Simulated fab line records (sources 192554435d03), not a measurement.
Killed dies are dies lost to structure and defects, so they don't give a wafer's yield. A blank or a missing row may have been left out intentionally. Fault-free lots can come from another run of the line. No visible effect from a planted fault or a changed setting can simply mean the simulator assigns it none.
Matching of chambers + flow n5-finfet + N5_BEOL_M6_ETCH_65 on rie-diel-05 has 4 sister chambers
The step etches SiARC in CF4, target depth 15.6 nm, time 26 s. 18 wafers are shown with their chamber, then 9 later ones without.

== WAFERS, EACH WITH ITS CHAMBER ==
| wafer  | chamber | drypump-motor-current-A (A) | showerhead-plenum-p-Torr (Torr) | throttle-valve-pct (%) |
|--------|---------|-----------------------------|---------------------------------|------------------------|
| L074.1 | 0       | 5.3                         | 1.97                            | 15.85                  |
| L074.2 | 2       | 5.4                         | 2.03                            | 15.72                  |
| L074.3 | 1       | 6.6                         | 2.29                            | 15.62                  |
| L074.4 | 3       | 5.1                         | 2.13                            | 15.69                  |
| L074.5 | 2       | 5.4                         | 2.03                            | 15.71                  |
| L074.6 | 3       | 5.1                         | 2.13                            | 15.70                  |
| L076.2 | 0       | 5.3                         | 1.97                            | 15.87                  |
| L076.3 | 3       | 5.1                         | 2.13                            | 15.73                  |
| L076.6 | 0       | 5.3                         | 1.97                            | 15.88                  |
| L079.1 | 3       | 5.1                         | 2.13                            | 15.75                  |
| L079.3 | 0       | 5.3                         | 1.97                            | 15.87                  |
| L079.5 | 3       | 5.1                         | 2.13                            | 15.72                  |
| L084.1 | 0       | 5.3                         | 1.96                            | 15.90                  |
| L084.2 | 2       | 5.5                         | 2.28                            | 15.23                  |
| L084.5 | 2       | 5.5                         | 2.28                            | 15.24                  |
| L087.2 | 1       | 6.6                         | 2.28                            | 15.70                  |
| L087.4 | 3       | 5.1                         | 2.12                            | 15.78                  |
| L087.6 | 1       | 6.6                         | 2.28                            | 15.69                  |

SIGNATURES, as means of the wafers listed above
| reading                  | chamber 0 | chamber 1 | chamber 2 | chamber 3 | scatter within a chamber |
|--------------------------|-----------|-----------|-----------|-----------|--------------------------|
| drypump-motor-current-A  | 5.300     | 6.600     | 5.450     | 5.100     | 0.0267                   |
| showerhead-plenum-p-Torr | 1.9680    | 2.2833    | 2.1550    | 2.1283    | 0.0669                   |
| throttle-valve-pct       | 15.8740   | 15.6700   | 15.4750   | 15.7283   | 0.131                    |
Rule: for each reading, subtract the chamber's mean from the wafer's reading, divide by that reading's scatter and square the result; add these up over the readings and take the root, which gives the wafer's distance from the chamber. The wafer belongs to the nearest chamber; if the next one is less than 2 further off, it can't be placed. The scatter: the root of (the sum of the squares of (reading less its chamber's mean) over the shown wafers, divided by (wafers less chambers)).

== WAFERS WITH NO CHAMBER GIVEN ==
| wafer  | drypump-motor-current-A (A) | showerhead-plenum-p-Torr (Torr) | throttle-valve-pct (%) |
|--------|-----------------------------|---------------------------------|------------------------|
| L092.1 | 5.1                         | 2.12                            | 15.80                  |
| L092.2 | 5.5                         | 2.27                            | 15.26                  |
| L092.4 | 5.3                         | 1.96                            | 15.91                  |
| L094.1 | 5.3                         | 1.96                            | 15.95                  |
| L094.3 | 5.1                         | 2.12                            | 15.30                  |
| L094.6 | 5.1                         | 2.12                            | 15.28                  |
| L096.1 | 6.6                         | 2.27                            | 15.72                  |
| L096.4 | 5.1                         | 2.11                            | 15.30                  |
| L096.5 | 6.6                         | 2.27                            | 15.74                  |

== EACH ONE'S CHAMBER ==
| wafer  | from the rows above | in truth |
|--------|---------------------|----------|
| L092.1 | 3                   | 3        |
| L092.2 | 2                   | 2        |
| L092.4 | 0                   | 0        |
| L094.1 | 0                   | 0        |
| L094.3 | 3                   | 3        |
| L094.6 | 3                   | 3        |
| L096.1 | 1                   | 1        |
| L096.4 | 3                   | 3        |
| L096.5 | 1                   | 1        |
Correctly placed: 9 of 9. From these rows, 0 cannot be placed. Number placed wrongly: 0.
